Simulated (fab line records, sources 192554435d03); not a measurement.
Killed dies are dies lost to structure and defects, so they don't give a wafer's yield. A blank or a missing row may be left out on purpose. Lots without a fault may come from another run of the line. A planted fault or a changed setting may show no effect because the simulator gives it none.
Matching of chambers    flow n5_finfet    cvd_co-01 running N5_BEOL_M0_CO_CAP_123: 3 sister chambers
The step material Co, precursor CCTBA/H2, target thk 2 nm, time 102.1 s. 3 wafers are shown with their chamber, then 7 later ones without.

EACH WAFER AND ITS CHAMBER
wafer   chamber  heater_power_w (W)
L741.5  1        248
L747.2  0        237
L747.5  2        202

WAFERS WHOSE CHAMBER IS MISSING
wafer   heater_power_w (W)
L747.6  241
L749.2  237
L749.4  207
L749.6  251
L752.1  245
L752.3  238
L752.4  207

THE CHAMBER EACH PASSED THROUGH
wafer   from the rows above      in truth
L747.6  can't be placed: 0 or 1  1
L749.2  0                        0
L749.4  2                        2
L749.6  1                        1
L752.1  can't be placed: 1 or 0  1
L752.3  0                        0
L752.4  2                        2
5 of 7 placed correctly. Not placeable from these rows: 2 (in 2, the candidates include the true chamber). Placed wrongly: 0.
How it was worked out, from the rows above alone: a wafer's distance from a chamber is the root of the sum, over the readings, of the square of ((its reading less the chamber's mean) divided by the reading's scatter). The wafer belongs to the nearest chamber; if the next one is less than 2 further off, it can't be placed. A chamber's mean is the mean of its shown wafers. The scatter: with one shown wafer a chamber, the root of the mean of the squares of how far each hidden wafer lies from its nearest shown one.
